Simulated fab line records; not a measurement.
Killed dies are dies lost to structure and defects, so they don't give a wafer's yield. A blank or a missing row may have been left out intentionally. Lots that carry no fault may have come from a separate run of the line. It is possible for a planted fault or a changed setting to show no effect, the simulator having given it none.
fab line records -- flow n5-finfet
record lots=10, wafers=30, last-day=20
route steps=1938 shown MOL_CONTACT_COAG@618 BEOL_M0_SAQP@643 BEOL_M4@1111 PASSIVATION@1936
lots that met no fault: taken from a fault-free run of the same line
start-h: start of the lot's first displayed wafer, in hours after the record's first day -- wait-h: time in hours since the lot's previous step -- " the same as in the row above -- L1.1+2: a row that stands for several wafers -- - no value, or no start given -- * or withheld: withheld -- < > ~ a bound
route shown NAME@n: a module of which the file shows steps, and the number in the route of the first -- usual: mean/standard deviation taken from wafers without a fault -- same: alike in all rows -- chamber/n: place in a boat -- sites: per-site readings -- _std_site: standard deviation of those values -- _edge_site: mean of outer sites minus mean of inner sites -- radius-mm: for every site, how far away it sits from the centre of the wafer -- mask NAME#n: copy n -- behind: the last tool/chamber to shape the wafer -- hold: cause of the lot's hold/its duration in hours/its outcome -- device: names the non-switching transistor (n, p or np) -- end of line: tests of these same wafers at the route's end -- step lacking rows: just its recipe -- killed: dies that structure and defects cost at the first sort, which is not the same as the wafer's yield -- map: dies across one wafer; x = killed, . = not, _ = none there
set.NAME: the run value of the setting; set.NAME@STEP: its run value at that earlier step -- model.NAME: the simulator's own value behind a step, which no gauge read
steps of the route over a sample of lots; a table a step, a row a wafer
services: when a tool's chamber went out of use (start-h, in hours from the record's first day, below 0 if earlier), for how many hours, and the reason
## steps
# step N5_MOL_CONTACT_COAG_STRIP_72
# recipe chemistry=N2/H2, power-w=450, temp-c=40, pressure-mtorr=20, rf-frequency-hz=6e+07, overash-fraction=3, bias-power-w=7, h2-frac=0.5, n2-flow-sccm=200, h2-flow-sccm=200
# usual drypump-motor-current-A=5.8/0.54, oes-product-au=0.77/0.08, rf-vpp-V=59.3/2.1, showerhead-plenum-p-Torr=2.54/0.082, throttle-valve-pct=23.68/0.26
lot.wafer,tool,chamber,start-h,wait-h,drypump-motor-current-A,oes-product-au,rf-hours-counter-h,rf-vpp-V,showerhead-plenum-p-Torr,throttle-valve-pct
L152.1,rie-diel-01,2,130.86,0.0,5.2,0.89,47,62.1,2.58,23.94
L152.5,rie-diel-01,2,130.86,0.0,5.2,0.89,-,58.0,2.58,23.96
L152.6,rie-diel-01,1,130.86,0.0,6.5,0.68,-,60.5,2.49,23.43
L154.4,rie-diel-01,0,151.85,0.0,6.0,0.91,-,59.3,2.49,23.64
L154.5,rie-diel-01,2,151.85,0.0,5.2,0.88,-,61.1,2.58,23.98
L154.6,rie-diel-01,3,151.85,0.0,5.8,0.72,-,59.5,2.52,23.67
L156.1,rie-diel-04,3,160.44,0.0,6.0,0.71,202,60.1,2.62,23.57
L156.4,rie-diel-04,2,160.44,0.0,5.3,0.68,211,58.8,2.41,23.86
L156.5,rie-diel-04,2,160.44,0.0,5.3,0.69,-,62.5,2.41,23.85
L158.4,rie-diel-04,0,169.87,0.0,5.8,0.71,206,59.1,2.41,23.93
L158.5,rie-diel-04,0,169.87,0.0,5.8,0.71,-,55.9,2.42,23.94
L158.6,rie-diel-04,3,169.87,0.0,6.0,0.73,-,59.1,2.62,23.57
L160.2,rie-diel-03,3,177.78,0.0,6.3,0.74,182,56.9,2.53,23.35
L160.4,rie-diel-03,0,177.78,0.0,5.2,0.75,181,60.0,2.53,23.25
L160.6,rie-diel-03,0,177.78,0.0,5.1,0.73,-,58.4,2.53,23.26
L164.1,rie-diel-01,3,206.06,0.0,5.7,0.71,206,57.0,2.51,23.67
L164.2,rie-diel-01,1,206.06,0.0,6.5,0.97,15,58.1,2.48,23.13
L164.6,rie-diel-01,0,206.06,0.0,6.0,0.89,-,58.4,2.49,23.66
L165.3,rie-diel-01,3,208.75,0.0,5.8,0.71,207,59.2,2.51,23.75
L165.5,rie-diel-01,3,208.75,0.0,5.8,0.70,-,58.0,2.51,23.71
L165.6,rie-diel-01,2,208.75,0.0,5.2,0.84,-,59.4,2.57,24.02
L166.1,rie-diel-04,3,213.76,0.0,6.0,0.70,217,58.4,2.62,23.58
L166.2,rie-diel-04,2,213.76,0.0,5.3,0.67,229,61.2,2.41,23.90
L166.4,rie-diel-04,0,213.76,0.0,5.8,0.69,220,59.4,2.41,23.99
L169.1,rie-diel-01,3,233.15,0.0,5.8,0.71,216,59.0,2.51,23.69
L169.2,rie-diel-01,0,233.15,0.0,6.0,0.85,41,59.9,2.48,23.68
L169.4,rie-diel-01,2,233.15,0.0,5.2,0.83,-,58.7,2.57,24.00
L170.2,rie-diel-03,3,238.73,0.0,6.3,0.71,200,59.3,2.52,23.39
L170.3,rie-diel-03,0,238.73,0.0,5.2,0.72,198,58.9,2.52,23.28
L170.5,rie-diel-03,0,238.73,0.0,5.2,0.71,-,55.9,2.52,23.27
# step N5_MOL_CONTACT_COAG_CMP_52
# recipe stop-on=SiO2, t-overpolish-s=1.5, post-cmp-clean=w-dilute-nh4oh, down-force-psi=4, platen-rpm=50.289, pad-velocity-m-s=1.0006, target-thk-nm=66.5
# usual motor-current-A=12.4/1.2, overpolish-run-s=1.500/0.0091, pad-life-wafers=1193/550, platen-rpm=50.29/0.032, time-to-endpoint-s=13.5/1.8
lot.wafer,tool,chamber,start-h,wait-h,motor-current-A,overpolish-run-s,pad-life-wafers,platen-rpm,time-to-endpoint-s
L152.1,cmp-01,3,131.61,0.1,12.3,1.497,812,50.35,12.0
L152.5,cmp-01,1,131.61,0.1,14.3,1.512,-,50.28,12.4
L152.6,cmp-01,2,131.61,0.1,11.1,1.502,-,50.31,14.1
L154.4,cmp-02,1,152.55,0.1,12.1,1.496,1567,50.25,12.2
L154.6,cmp-02,0,152.55,0.1,13.4,1.505,-,50.24,15.3
L154.5,cmp-02,1,152.55,0.1,12.3,1.496,-,50.26,13.4
L156.4,cmp-01,0,161.16,0.1,12.0,1.495,1093,50.27,10.9
L156.1,cmp-01,1,161.16,0.1,14.2,1.507,1094,50.26,14.4
L156.5,cmp-01,0,161.16,0.1,12.2,1.486,-,50.22,13.4
L158.4,cmp-02,3,170.70,0.1,10.9,1.488,1737,50.29,13.8
L158.5,cmp-02,0,170.70,0.1,12.6,1.493,-,50.30,13.4
L158.6,cmp-02,1,170.70,0.1,12.2,1.504,-,50.29,15.0
L160.2,cmp-02,2,178.50,0.1,13.6,1.496,1789,50.28,12.9
L160.4,cmp-02,3,178.50,0.1,11.2,1.501,1790,50.30,14.6
L160.6,cmp-02,2,178.50,0.1,14.3,1.508,-,50.27,14.3
L164.1,cmp-02,1,206.78,0.1,12.3,1.500,1969,50.30,15.0
L164.2,cmp-02,2,206.78,0.1,13.9,1.496,1970,50.28,17.9
L164.6,cmp-02,0,206.78,0.1,12.8,1.480,-,50.25,14.4
L165.3,cmp-04,0,209.65,0.2,10.8,1.510,273,50.28,16.9
L165.5,cmp-04,1,209.65,0.2,10.5,1.496,-,50.29,13.4
L165.6,cmp-04,2,209.65,0.2,11.4,1.509,-,50.32,15.3
L166.4,cmp-01,1,214.44,0.0,13.8,1.501,1464,50.26,15.5
L166.1,cmp-01,3,214.44,0.0,13.1,1.501,1466,50.29,14.0
L166.2,cmp-01,0,214.44,0.0,12.1,1.486,1467,50.29,13.6
L169.4,cmp-01,2,233.96,0.2,11.2,1.487,1602,50.30,14.4
L169.2,cmp-01,0,233.96,0.2,12.2,1.490,1604,50.25,12.0
L169.1,cmp-01,1,233.96,0.2,14.4,1.495,1605,50.27,16.0
L170.3,cmp-02,2,239.41,0.0,13.5,1.511,96,50.23,11.1
L170.2,cmp-02,3,239.41,0.0,11.1,1.503,97,50.30,14.9
L170.5,cmp-02,2,239.41,0.0,13.7,1.496,-,50.28,11.4
# step N5_BEOL_M0_SAQP_COAT_08
# recipe resist=CAR-ArF, spin-rpm=1500, resist-thk-nm=90
# usual spin-speed-rpm=1499.9/1
lot.wafer,tool,chamber,start-h,wait-h,spin-speed-rpm
L152.1,litho-track-03,0,139.45,-,1497.2
L152.5,litho-track-03,0,139.45,-,1498.8
L152.6,litho-track-03,0,139.45,-,1498.4
L154.4,litho-track-03,0,159.08,-,1500.3
L154.5,litho-track-03,0,159.08,-,1498.5
L154.6,litho-track-03,0,159.08,-,1500.1
L156.1,litho-track-01,0,168.97,-,1500.3
L156.4,litho-track-01,0,168.97,-,1499.3
L156.5,litho-track-01,0,168.97,-,1498.9
L158.4,litho-track-03,0,177.21,-,1804.8
L158.5,litho-track-03,0,177.21,-,1804.0
L158.6,litho-track-03,0,177.21,-,1803.2
L160.2,litho-track-03,0,185.82,-,1804.8
L160.4,litho-track-03,0,185.82,-,1802.8
L160.6,litho-track-03,0,185.82,-,1802.9
L164.1,litho-track-01,0,214.70,-,1499.6
L164.2,litho-track-01,0,214.70,-,1500.9
L164.6,litho-track-01,0,214.70,-,1500.2
L165.3,litho-track-01,0,215.72,-,1499.2
L165.5,litho-track-01,0,215.72,-,1498.6
L165.6,litho-track-01,0,215.72,-,1499.6
L166.1,litho-track-01,0,219.51,-,1500.0
L166.2,litho-track-01,0,219.51,-,1500.5
L166.4,litho-track-01,0,219.51,-,1501.3
L169.1,litho-track-01,0,240.10,-,1500.2
L169.2,litho-track-01,0,240.10,-,1499.3
L169.4,litho-track-01,0,240.10,-,1498.7
L170.2,litho-track-03,0,243.99,-,1500.2
L170.3,litho-track-03,0,243.99,-,1501.6
L170.5,litho-track-03,0,243.99,-,1499.9
# step N5_BEOL_M0_SAQP_OVL_MEAS_15
# recipe points-per-wafer=44
# usual M0_CORE_OVL=-0.4/0.82
lot.wafer,tool,chamber,start-h,wait-h,M0_CORE_OVL[nm]
L152.1,overlay-01,0,139.72,0.0,-0.1
L152.5,overlay-01,0,139.72,0.0,0.2
L152.6,overlay-01,0,139.72,0.0,-1.2
L154.4,overlay-02,0,159.48,0.0,-1.2
L154.5,overlay-02,0,159.48,0.0,-1.0
L154.6,overlay-02,0,159.48,0.0,-0.4
L156.1,overlay-02,0,169.24,0.0,-0.1
L156.4,overlay-02,0,169.24,0.0,-0.1
L156.5,overlay-02,0,169.24,0.0,-1.4
L158.4,overlay-01,0,177.60,0.0,-0.1
L158.5,overlay-01,0,177.60,0.0,0.2
L158.6,overlay-01,0,177.60,0.0,0.6
L160.2,overlay-02,0,186.21,0.0,-1.4
L160.4,overlay-02,0,186.21,0.0,0.1
L160.6,overlay-02,0,186.21,0.0,-0.6
L164.1,overlay-02,0,214.97,0.0,0.1
L164.2,overlay-02,0,214.97,0.0,-0.5
L164.6,overlay-02,0,214.97,0.0,-0.6
L165.3,overlay-01,0,216.12,0.0,-1.0
L165.5,overlay-01,0,216.12,0.0,-1.2
L165.6,overlay-01,0,216.12,0.0,-1.2
L166.1,overlay-01,0,219.78,0.0,-1.1
L166.2,overlay-01,0,219.78,0.0,-1.8
L166.4,overlay-01,0,219.78,0.0,-1.9
L169.1,overlay-01,0,240.37,0.0,-2.1
L169.2,overlay-01,0,240.37,0.0,-1.6
L169.4,overlay-01,0,240.37,0.0,-0.6
L170.2,overlay-01,0,244.38,0.0,0.5
L170.3,overlay-01,0,244.38,0.0,2.3
L170.5,overlay-01,0,244.38,0.0,0.8
# step N5_BEOL_M4_RC_MEAS_101
# usual DIBL_N=36.6/1.1, DIBL_P=36.7/1.5, IOFF_N=0.155/0.019, IOFF_P=0.208/0.025, ION_N=673/8.5, ION_P=462/5.9, SS_N=71.6/0.58, SS_P=73.5/0.51, VT_N=250.7/2.4, VT_P=-251/3
lot.wafer,tool,chamber,start-h,wait-h,DIBL_N[mV/V],DIBL_P[mV/V],IOFF_N[nA/um],IOFF_P[nA/um],ION_N[uA/um],ION_P[uA/um],SS_N[mV/dec],SS_P[mV/dec],VT_N[mV],VT_P[mV]
L156.1,prober-01,0,258.26,0.0,36.0,37.5,0.148,0.199,669,454,71.9,73.9,252.7,-250
L156.4,prober-01,0,258.26,0.0,36.3,38.4,0.157,0.213,664,455,72.2,74.1,249.3,-252
L156.5,prober-01,0,258.26,0.0,35.6,37.4,0.148,0.197,672,457,71.7,73.5,252.7,-253
L152.1,prober-02,0,266.34,0.0,35.4,36.4,0.151,0.210,671,465,71.2,73.6,248.0,-250
L152.5,prober-02,0,266.34,0.0,36.5,38.0,0.175,0.231,682,470,72.3,73.7,250.3,-248
L152.6,prober-02,0,266.34,0.0,36.4,36.8,0.169,0.221,678,462,71.8,73.4,248.5,-249
L154.4,prober-01,0,276.12,0.5,38.0,37.6,0.171,0.246,662,462,71.5,73.6,251.7,-245
L154.5,prober-01,0,276.12,0.5,36.2,37.0,0.148,0.239,671,469,71.7,73.6,249.9,-246
L154.6,prober-01,0,276.12,0.5,38.2,38.8,0.170,0.265,665,467,71.8,73.6,247.1,-246
L158.4,prober-02,0,287.48,0.5,38.2,36.0,0.160,0.211,685,470,71.6,73.7,248.9,-250
L158.5,prober-02,0,287.48,0.5,39.0,36.8,0.180,0.227,676,462,71.5,73.5,244.7,-250
L158.6,prober-02,0,287.48,0.5,38.6,36.1,0.167,0.211,676,461,71.5,72.9,250.7,-249
L160.2,prober-02,0,306.82,0.2,35.0,35.5,0.156,0.220,674,467,72.4,73.4,250.1,-248
L160.4,prober-02,0,306.82,0.2,36.7,37.0,0.173,0.237,674,463,72.5,73.5,248.2,-248
L160.6,prober-02,0,306.82,0.2,35.6,36.5,0.162,0.226,679,466,71.6,72.8,250.3,-247
L166.1,prober-01,0,320.36,0.0,37.6,37.0,0.159,0.202,665,456,71.7,73.6,250.7,-251
L166.2,prober-01,0,320.36,0.0,35.8,35.7,0.132,0.175,674,458,71.4,73.3,252.7,-255
L166.4,prober-01,0,320.36,0.0,37.0,36.6,0.149,0.185,665,455,71.3,73.8,250.0,-254
L165.3,prober-02,0,325.10,0.3,36.6,36.4,0.154,0.181,683,459,71.6,74.2,249.8,-256
L165.5,prober-02,0,325.10,0.3,37.0,36.2,0.161,0.184,682,463,71.1,73.7,249.2,-253
L165.6,prober-02,0,325.10,0.3,36.6,36.0,0.151,0.178,686,460,72.5,73.2,250.2,-253
L164.1,prober-01,0,342.04,0.0,36.6,36.6,0.146,0.185,673,457,70.9,73.4,251.3,-254
L164.2,prober-01,0,342.04,0.0,37.4,38.0,0.164,0.200,673,457,72.1,73.1,249.9,-254
L164.6,prober-01,0,342.04,0.0,37.7,38.4,0.167,0.201,683,467,72.1,74.0,250.7,-252
L170.2,prober-02,0,366.56,0.2,36.8,36.1,0.155,0.218,681,469,72.4,73.6,247.5,-249
L170.3,prober-02,0,366.56,0.2,37.9,37.3,0.179,0.236,696,468,71.5,74.0,247.6,-251
L170.5,prober-02,0,366.56,0.2,34.4,32.9,0.123,0.166,668,455,71.7,72.3,252.1,-254
L169.1,prober-02,0,372.04,0.0,36.7,37.5,0.168,0.178,679,450,72.5,73.2,250.9,-256
L169.2,prober-02,0,372.04,0.0,36.7,37.0,0.166,0.170,671,443,71.5,72.9,251.7,-255
L169.4,prober-02,0,372.04,0.0,36.0,36.0,0.152,0.169,658,443,71.6,73.0,250.1,-256
# step N5_PASSIVATION_PROBE_49
# usual defect-limited-yield=91.2/1.4, killed_at_M0_to_M3=36/11, killed_at_M4_up=14/5.6, killed-at-contacts=12/5.9, killed-at-front-end=38/13, killed-at-other=3.5/2.7, killed-dies=104/17, killed-open=68/12, killed-short=34/8.2, sort_bin_5_function=5.1/0.95, sort_bin_6_memory=3.3/0.7, sort-n-pass=1076/17, sort-yield-pct=91.2/1.4
# same gross-dies=1180, killed-at-back-side=0, sort_bin_4_leakage[%]=0, sort_bin_8_speed[%]=0
lot.wafer,tool,chamber,start-h,wait-h,defect-limited-yield[%],killed_at_M0_to_M3,killed_at_M4_up,killed-at-contacts,killed-at-front-end,killed-at-other,killed-dies,killed-open,killed-short,sort_bin_5_function[%],sort_bin_6_memory[%],sort-n-pass,sort-yield-pct[%]
L152.1,prober-01,-,377.30,0.0,91.0,37,15,15,30,9,106,63,36,4.2,3.7,1074,91.0
L152.5,prober-01,-,377.50,0.2,92.5,37,13,19,18,1,88,60,26,4.8,2.4,1092,92.5
L152.6,prober-01,-,377.55,0.3,92.3,32,9,10,35,5,91,60,30,4.2,3.2,1089,92.3
# killed by level:class
L152.1 MOL_CONTACT_COAG:geometric-particle:open=10 BEOL_M0_SAQP:geometric-particle:short=10 BEOL_M2:geometric-particle:open=8 BEOL_M1:geometric-particle:open=7 FIN_SAQP:geometric-particle:open=5 MOL_CONTACT_COAG:geometric-particle:short=5 BEOL_M0_SAQP:geometric-particle:open=5 HKMG_FIN:area-etch=5
L152.5 MOL_CONTACT_COAG:geometric-particle:open=14 BEOL_M1:geometric-particle:open=11 BEOL_M4:geometric-particle:open=7 BEOL_M0_SAQP:geometric-particle:open=6 BEOL_M0_SAQP:geometric-particle:short=6 BEOL_M1:geometric-particle:short=6 STI_FIN_REVEAL:geometric-particle:open=5 MOL_CONTACT_COAG:geometric-particle:short=5
L152.6 STI_FIN_REVEAL:geometric-particle:open=10 BEOL_M2:geometric-particle:open=9 MOL_CONTACT_COAG:geometric-particle:open=8 BEOL_M1:geometric-particle:open=6 BEOL_M0_SAQP:geometric-particle:short=5 FIN_SAQP:geometric-particle:short=4 BEOL_M3:geometric-particle:open=4 FIN_SAQP:geometric-particle:open=3
## services
tool,chamber,start-h,hours,kind
cmp-04,-,111.35,20.6,pm
rie-diel-04,-,116.95,2.8,pm
rie-diel-03,-,119.03,14.6,pm
cmp-02,-,127.87,1.8,repair
cmp-02,-,134.36,0.4,repair
rie-diel-01,1,135.93,-,clean
rie-diel-01,1,135.93,-,consumable-replace:focus-ring
rie-diel-01,1,135.93,17.1,scheduled-down
rie-diel-01,1,135.93,17.1,vent-cycle
cmp-02,-,139.71,4.4,repair
cmp-04,-,157.47,4.9,pm
litho-track-01,-,160.04,-,consumable-replace:filter
cmp-04,-,163.90,4.0,pm
cmp-02,-,185.11,1.3,repair
cmp-04,-,193.41,0.9,repair
cmp-04,-,196.07,2.6,pm
rie-diel-04,3,203.78,9.4,repair
cmp-01,-,207.98,2.1,repair
cmp-01,-,212.89,0.4,repair
rie-diel-04,3,215.41,11.3,repair
rie-diel-01,1,219.97,25.1,repair
cmp-02,-,223.21,4.0,pm
cmp-02,-,227.21,-,consumable-replace:conditioner
cmp-02,-,227.21,-,consumable-replace:pad
## key
first-sign step=N5_BEOL_M0_SAQP_COAT_08, reading=spin-speed-rpm, direction=up, sigmas=99+, usual=*, struck=*
effect none on later readings
met-at N5_BEOL_M0_SAQP_COAT_08
struck-lots L158,L160
not-acting-at N5_MOL_CONTACT_COAG_STRIP_72,N5_MOL_CONTACT_COAG_CMP_52,N5_BEOL_M0_SAQP_OVL_MEAS_15
onset-between 159.08 177.21
fault kind=process-parameter-drift, tool=litho-track-03, chamber=-, onset-h=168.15, steps=N5_BEOL_M0_SAQP_COAT_08, channel=spin-rpm, offset=*, shape=step, end-h=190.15, acts-in=*, stated=*
